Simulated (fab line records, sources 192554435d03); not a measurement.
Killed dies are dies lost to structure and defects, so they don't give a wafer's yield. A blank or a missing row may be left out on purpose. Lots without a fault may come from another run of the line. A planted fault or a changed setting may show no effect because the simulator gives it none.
One fault seen from 2 desks | flow n5_finfet | each desk has only its own numbers; what lay behind them comes last

THE METROLOGY DESK
What the gauges read, lot by lot, whatever tool the lot ran on: means of the sampled wafers that have a number. A lot is out of limits, marked OUT, if its mean lies more than 4 standard deviations from the usual mean; the brackets give that distance.
Columns: A = M7_RS at N5_BEOL_M7_RS_MEAS_57, usual 0.289 ohm/sq
lot  | first seen here | A
L588 | day 9 15:11     | 0.306
L590 | day 10 00:17    | 0.289
L591 | day 10 10:30    | 0.287
L592 | day 10 15:07    | 0.292
L594 | day 11 00:35    | 0.300
L593 | day 11 01:14    | 0.281
L599 | day 12 09:06    | 0.288
L601 | day 12 14:59    | 0.275
L606 | day 13 17:24    | 0.287
L605 | day 14 00:14    | 0.303
L610 | day 16 08:06    | 0.292
This desk's finding: nothing out of limits on any of the 11 lots.

THE TOOL OWNER'S DESK: pvd_sputter-02
The tool's own readings at N5_BEOL_M7_SPUTTER_48 (material Cu, target thk 10 nm, time 1.667 s): means of the sampled wafers that have a number, for each lot that ran on this tool. A lot is out of limits, marked OUT, if its mean lies more than 4 standard deviations from the usual mean; the brackets give that distance.
Columns: A = cathode_dc_power_W at N5_BEOL_M7_SPUTTER_48, usual 26000 W; B = substrate_temp_c at N5_BEOL_M7_SPUTTER_48, usual -20.00 C; C = throttle_valve_pct at N5_BEOL_M7_SPUTTER_48, usual 30.1 %
lot  | first seen here | A                       | B      | C
L588 | day 9 14:15     | 25998                   | -19.97 | 30.1
L591 | day 10 09:34    | 26002                   | -20.10 | 30.6
L594 | day 10 23:40    | 25999                   | -20.07 | 30.7
L593 | day 11 00:17    | 26001                   | -19.94 | 31.0
L606 | day 13 15:13    | 28175 (+99 or more) OUT | -19.93 | 30.7
This desk's finding: out of limits on L606; first on L606, day 13 15:13 (cathode_dc_power_W at N5_BEOL_M7_SPUTTER_48). In limits: L588, L591, L594, L593.

PUT TOGETHER
The tool owner's desk could have raised an alarm at day 13 15:13, on L606.
The metrology desk saw nothing out of limits.
The metrology desk has L606 on record, within its limits.
Of the lots named, all ran N5_BEOL_M7_SPUTTER_48 on pvd_sputter-02.

WHAT THE SIMULATOR HAD PUT IN
Process parameter drift: pvd_sputter-02, from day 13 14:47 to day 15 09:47, at N5_BEOL_M7_SPUTTER_48. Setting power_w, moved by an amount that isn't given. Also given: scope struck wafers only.
Lots struck among those shown: L606.
Hours from the fault's start to each desk's first reading out of limits: the tool owner's desk, 0.
